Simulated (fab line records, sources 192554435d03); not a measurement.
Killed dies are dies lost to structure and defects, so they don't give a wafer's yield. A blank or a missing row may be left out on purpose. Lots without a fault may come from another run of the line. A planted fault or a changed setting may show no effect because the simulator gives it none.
Chamber matching | flow n5_finfet | N5_BEOL_M0_SAQP_MANDREL_ETCH_103 on rie_si-05: 4 sister chambers
The step etches a-Si in HBr/Cl2, stops on SiCN, target depth 45 nm, bt time 10 s, time 27 s. 4 wafers are shown with their chamber, then 8 later ones without.

WAFERS WITH THEIR CHAMBER
wafer  | chamber | drypump_motor_current_A (A)
L092.5 | 3       | 5.4
L093.2 | 2       | 5.9
L093.4 | 1       | 5.4
L094.1 | 0       | 5.9

WAFERS WITHOUT THEIR CHAMBER
wafer  | drypump_motor_current_A (A)
L094.2 | 5.4
L094.3 | 5.9
L095.1 | 5.9
L095.4 | 5.8
L095.5 | 5.4
L096.3 | 5.9
L096.5 | 5.4
L096.6 | 5.8

WHICH CHAMBER EACH WENT THROUGH
wafer  | from the rows above     | in truth
L094.2 | can't be placed: 1 or 3 | 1
L094.3 | can't be placed: 0 or 2 | 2
L095.1 | can't be placed: 0 or 2 | 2
L095.4 | can't be placed: 0 or 2 | 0
L095.5 | can't be placed: 1 or 3 | 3
L096.3 | can't be placed: 0 or 2 | 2
L096.5 | can't be placed: 1 or 3 | 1
L096.6 | can't be placed: 0 or 2 | 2
Placed correctly: 0 of 8. Can't be placed from these rows: 8 (the true chamber is among the candidates in 8). Placed wrongly: 0.
How it was worked out, from the rows above alone: a wafer's distance from a chamber is the root of the sum, over the readings, of the square of ((its reading less the chamber's mean) divided by the reading's scatter). The wafer belongs to the nearest chamber; if the next one is less than 2 further off, it can't be placed. A chamber's mean is the mean of its shown wafers. The scatter: with one shown wafer a chamber, the root of the mean of the squares of how far each hidden wafer lies from its nearest shown one.
